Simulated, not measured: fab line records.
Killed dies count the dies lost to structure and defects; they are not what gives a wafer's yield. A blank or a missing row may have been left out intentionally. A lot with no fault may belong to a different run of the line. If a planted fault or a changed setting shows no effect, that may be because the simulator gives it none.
Chamber matching :: flow nand_harc :: NHARC_A_CHANNEL_FILL_D2_ETCHBACK_20 on rie_diel-02 has 4 sister chambers
The step etches the open film in C4F8/O2/Ar, target depth 27 nm, time 13.5 s. 4 wafers are shown with their chamber, then 7 later ones without.

== EACH WAFER AND ITS CHAMBER ==
wafer: L599.4
chamber: 3
rf_vpp_V (V): 983

wafer: L600.6
chamber: 1
rf_vpp_V (V): 985

wafer: L601.1
chamber: 0
rf_vpp_V (V): 974

wafer: L601.4
chamber: 2
rf_vpp_V (V): 988

== WAFERS WITH NO CHAMBER GIVEN ==
wafer: L601.5
rf_vpp_V (V): 974

wafer: L608.2
rf_vpp_V (V): 984

wafer: L608.3
rf_vpp_V (V): 974

wafer: L608.5
rf_vpp_V (V): 987

wafer: L609.3
rf_vpp_V (V): 983

wafer: L609.5
rf_vpp_V (V): 975

wafer: L609.6
rf_vpp_V (V): 980

== WHICH CHAMBER EACH ONE RAN IN ==
wafer: L601.5
from the rows above: 0
in truth: 0

wafer: L608.2
from the rows above: can't be placed: 1 or 3
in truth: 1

wafer: L608.3
from the rows above: 0
in truth: 0

wafer: L608.5
from the rows above: can't be placed: 2 or 1
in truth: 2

wafer: L609.3
from the rows above: can't be placed: 3 or 1
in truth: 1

wafer: L609.5
from the rows above: 0
in truth: 0

wafer: L609.6
from the rows above: can't be placed: 3 or 1
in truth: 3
3 of 7 placed correctly. From these rows, 4 cannot be placed; in 4 the true chamber is one of the candidates. Wrongly placed: 0.
How it was worked out, from the rows above alone: a wafer's distance from a chamber is the root of the sum, over the readings, of the square of ((its reading less the chamber's mean) divided by the reading's scatter). If the next closest chamber is less than 2 further off than the closest, the wafer can't be placed; otherwise it belongs to the closest. The mean given for a chamber averages the wafers shown for that chamber. The scatter: root of mean squared gap, hidden wafer to nearest shown wafer, with one shown wafer a chamber.
